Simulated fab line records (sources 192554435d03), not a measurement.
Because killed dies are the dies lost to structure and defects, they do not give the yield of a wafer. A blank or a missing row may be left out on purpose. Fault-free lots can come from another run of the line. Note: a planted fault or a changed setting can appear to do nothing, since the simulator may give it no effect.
Chamber matching    flow n5_finfet    N5_BEOL_M4_ETCH_63 on rie_diel-02 has 4 sister chambers
The step etches SiARC in CF4, target depth 15.6 nm, time 26 s. 22 wafers are shown with their chamber, then 11 later ones without.

## WAFERS, EACH WITH ITS CHAMBER
wafer   chamber  drypump_motor_current_A (A)  showerhead_plenum_p_Torr (Torr)  throttle_valve_pct (%)
L077.3  1        5.0                          2.19                             15.33
L077.4  3        5.4                          2.19                             15.53
L077.6  2        5.9                          2.21                             15.81
L081.1  0        5.7                          2.04                             15.66
L081.2  3        5.4                          2.19                             15.56
L081.5  2        5.9                          2.21                             15.83
L083.1  2        5.9                          2.21                             15.85
L083.2  1        5.0                          2.19                             15.36
L083.5  1        5.0                          2.19                             15.34
L085.2  1        5.0                          2.19                             15.36
L085.4  0        5.7                          2.04                             15.69
L085.6  1        5.0                          2.19                             15.39
L086.1  0        5.7                          2.04                             15.70
L086.2  2        5.9                          2.20                             15.86
L086.4  1        4.9                          2.18                             15.37
L084.1  3        5.4                          2.18                             15.58
L084.5  1        4.9                          2.18                             15.37
L084.6  2        5.9                          2.20                             15.86
L087.1  2        5.9                          2.20                             15.86
L087.2  0        5.7                          2.04                             15.68
L087.6  2        5.9                          2.20                             15.87
L088.2  3        5.4                          2.18                             15.58

SIGNATURES (averages over the wafers above)
reading                   chamber 0  chamber 1  chamber 2  chamber 3  scatter within a chamber
drypump_motor_current_A   5.700      4.971      5.900      5.400      0.0282
showerhead_plenum_p_Torr  2.0400     2.1871     2.2043     2.1850     0.0048
throttle_valve_pct        15.6825    15.3600    15.8486    15.5625    0.0206
Rule: a wafer lies at a distance from a chamber equal to the root of the sum of squares, over the readings, of (its reading less the chamber's mean, divided by the reading's scatter). The wafer belongs to the nearest chamber; if the next one is less than 2 further off, it can't be placed. The scatter: the root of (the sum of the squares of (reading less its chamber's mean) over the shown wafers, divided by (wafers less chambers)).

## WAFERS MISSING THEIR CHAMBER
wafer   drypump_motor_current_A (A)  showerhead_plenum_p_Torr (Torr)  throttle_valve_pct (%)
L088.5  5.6                          2.03                             15.71
L088.6  5.4                          2.18                             15.59
L090.2  4.9                          2.18                             15.38
L090.3  5.9                          2.20                             15.88
L090.4  5.4                          2.18                             15.57
L092.2  5.4                          2.18                             15.60
L092.5  5.0                          2.18                             15.39
L092.6  5.9                          2.20                             15.87
L095.2  5.4                          2.18                             15.60
L095.4  5.9                          2.20                             15.91
L095.5  5.4                          2.18                             15.61

## EACH ONE'S CHAMBER
wafer   from the rows above  in truth
L088.5  0                    0
L088.6  3                    3
L090.2  1                    1
L090.3  2                    2
L090.4  3                    3
L092.2  3                    3
L092.5  1                    1
L092.6  2                    2
L095.2  3                    3
L095.4  2                    2
L095.5  3                    3
11 of 11 placed correctly. Left unplaced by these rows: 0. Wrongly placed: 0.
